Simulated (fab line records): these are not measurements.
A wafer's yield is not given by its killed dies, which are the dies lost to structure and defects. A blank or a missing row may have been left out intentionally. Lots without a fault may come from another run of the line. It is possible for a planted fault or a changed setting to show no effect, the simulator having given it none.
Problem report in the 8D (eight disciplines) form, filled by code || flow n5_finfet || the parts of the form that need people (team, actions taken, sign-off) are left out

== 1. WHAT IS WRONG ==
At N5_BEOL_M2_COAT_61, plate_temp_C averages 231.06 C over 6 wafers from 2 lots, while fault-free wafers read 249.98 C, standard deviation 0.17. That is -99 or more standard deviations from the usual mean.
The step: time 60 s, resist thk 60 nm.
First seen on wafer L169.1, day 8 04:34, on litho_track-02. The record holds 29 wafers of 10 lots with a number at this step. Rule for "out" (also "out of limits"): further than 4 standard deviations from the usual mean. Any other wafer with a number is counted as sound.

== 2. WHAT IT IS, AND WHAT IT ISN'T ==
{"question": "which readings at this step", "is": "plate_temp_C, heater_power_total_W", "is not": "chill_plate_temp_C, exhaust_pa"}
{"question": "which lots", "is": "L169, L170", "is not": "L163, L165, L166, L167, L183, L184, L185, L186"}
{"question": "which wafers of those lots", "is": "all that have a number", "is not": "-"}
{"question": "read on which tools", "is": "litho_track-02", "is not": "litho_track-03, litho_track-04"}
{"question": "when", "is": "from day 8 04:34", "is not": "up to then (12 sound wafers); but 11 sound wafers of L183, L184, L185, L186 came after"}

== 3. THE SUSPECTS, EACH WITH WHAT RULES IT OUT ==
Counting: any tool at a process step up to the reading is kept as a suspect provided that every lot that is out went through it and no sound lot did after the first of them.
- litho_track-02 at N5_BEOL_M2_COAT_61 (time 60 s, resist thk 60 nm): kept. All lots that are out passed through it, beginning with L169 at day 8 04:34, and no sound lot followed; its final sound lot before that point was L165 at day 7 22:42. Its own heater_power_total_W, plate_temp_C readings are out on those wafers.
Left after counting: litho_track-02 at N5_BEOL_M2_COAT_61.

== 4. THE CAUSE (what the simulator had put in) ==
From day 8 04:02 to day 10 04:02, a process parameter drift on litho_track-02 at N5_BEOL_M2_COAT_61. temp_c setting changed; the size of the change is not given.
This tool alone remained once counting was done.

== 5. SEQUENCE OF EFFECTS, ordered by route ==
One row per reading whose mean, taken over the struck wafers that have a number, lies over 3 standard deviations from the usual. Only readings for which the record gives a usual standard deviation are gone through. hours: the time from each lot's start at the first step in this table that gives one to its start at this step, as a median over the lots. sigmas: the change in usual standard deviations.
{"hours": 0, "step": "N5_BEOL_M2_COAT_61", "reading": "heater_power_total_W", "usual": "500.6 W", "on struck wafers": 455.4, "change": -45.2, "sigmas": -25}
{"hours": 0, "step": "N5_BEOL_M2_COAT_61", "reading": "plate_temp_C", "usual": "249.98 C", "on struck wafers": 231.06, "change": -18.92, "sigmas": "-99 or more"}
It contains these process steps:
- N5_BEOL_M2_COAT_61: time 60 s, resist thk 60 nm.
Later steps that measure or inspect, where all struck wafers having a row at the step show a number for every such reading and not one has moved that far: N5_BEOL_M2_CD_MEAS_11, N5_BEOL_M2_INSPECT_13, N5_BEOL_M4_RC_MEAS_101.

== 6. HOW IT WOULD HAVE BEEN CAUGHT EARLIER ==
In this record the first reading out of limits was taken at day 8 04:34, 1 hour after the fault began at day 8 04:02.
